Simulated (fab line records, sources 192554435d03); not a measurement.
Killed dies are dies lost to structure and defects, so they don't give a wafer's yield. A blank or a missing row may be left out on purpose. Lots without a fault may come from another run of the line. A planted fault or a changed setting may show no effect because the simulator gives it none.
One fault seen from 2 desks | flow n5_finfet | each desk has only its own numbers; what lay behind them comes last

THE TOOL OWNER'S DESK: rie_diel-06
The tool's own readings at N5_PMOS_HMC_CHANNEL_EPI_HM_OPEN_15 (chemistry CHF3/O2, target SiO2, target depth 40.6 nm, time 20.3 s): means of the sampled wafers that have a number, for each lot that ran on this tool. A lot is out of limits, marked OUT, if its mean lies more than 4 standard deviations from the usual mean; the brackets give that distance.
Columns: A = drypump_motor_current_A at N5_PMOS_HMC_CHANNEL_EPI_HM_OPEN_15, usual 5.5 A; B = oes_product_au at N5_PMOS_HMC_CHANNEL_EPI_HM_OPEN_15, usual 0.77 a.u.; C = rf_vpp_V at N5_PMOS_HMC_CHANNEL_EPI_HM_OPEN_15, usual 523 V; D = showerhead_plenum_p_Torr at N5_PMOS_HMC_CHANNEL_EPI_HM_OPEN_15, usual 2.45 Torr; E = throttle_valve_pct at N5_PMOS_HMC_CHANNEL_EPI_HM_OPEN_15, usual 18.91 %
lot  | first seen here | A   | B    | C   | D    | E
L500 | day 1 17:43     | 5.6 | 0.71 | 518 | 2.40 | 18.84
L503 | day 2 11:49     | 5.7 | 0.73 | 522 | 2.40 | 18.92
L507 | day 3 11:37     | 5.8 | 0.71 | 519 | 2.39 | 18.92
L515 | day 5 11:27     | 5.7 | 0.65 | 526 | 2.44 | 19.05
L520 | day 6 18:22     | 5.3 | 0.74 | 519 | 2.47 | 18.96
This desk's finding: nothing out of limits on any of the 5 lots.

THE METROLOGY DESK
What the gauges read, lot by lot, whatever tool the lot ran on: means of the sampled wafers that have a number. A lot is out of limits, marked OUT, if its mean lies more than 4 standard deviations from the usual mean; the brackets give that distance.
Columns: A = PWELL_OVL at N5_WELL_APT_OVL_MEAS_26, usual 4 nm; B = cd_nm at N5_PMOS_HMC_CHANNEL_EPI_CD_MEAS_09, usual 237.4 nm
lot  | first seen here | A  | B
L500 | day 1 15:08     | -4 | 238.8
L501 | day 1 20:53     | 4  | 237.0
L503 | day 2 09:25     | -1 | 237.2
L505 | day 2 21:02     | 5  | 236.0
L506 | day 3 02:59     | 7  | 237.1
L507 | day 3 09:04     | 5  | 236.5
L508 | day 3 15:22     | 7  | 235.7
L510 | day 4 03:29     | 4  | 237.4
L515 | day 5 08:53     | 13 | 238.9
L519 | day 6 09:35     | 8  | 237.2
L520 | day 6 15:39     | -3 | 237.5
L521 | day 7 01:05     | 14 | 238.3
L523 | day 7 10:11     | -3 | 238.7
This desk's finding: nothing out of limits on any of the 13 lots.

PUT TOGETHER
The tool owner's desk saw nothing out of limits.
The metrology desk saw nothing out of limits.

WHAT THE SIMULATOR HAD PUT IN
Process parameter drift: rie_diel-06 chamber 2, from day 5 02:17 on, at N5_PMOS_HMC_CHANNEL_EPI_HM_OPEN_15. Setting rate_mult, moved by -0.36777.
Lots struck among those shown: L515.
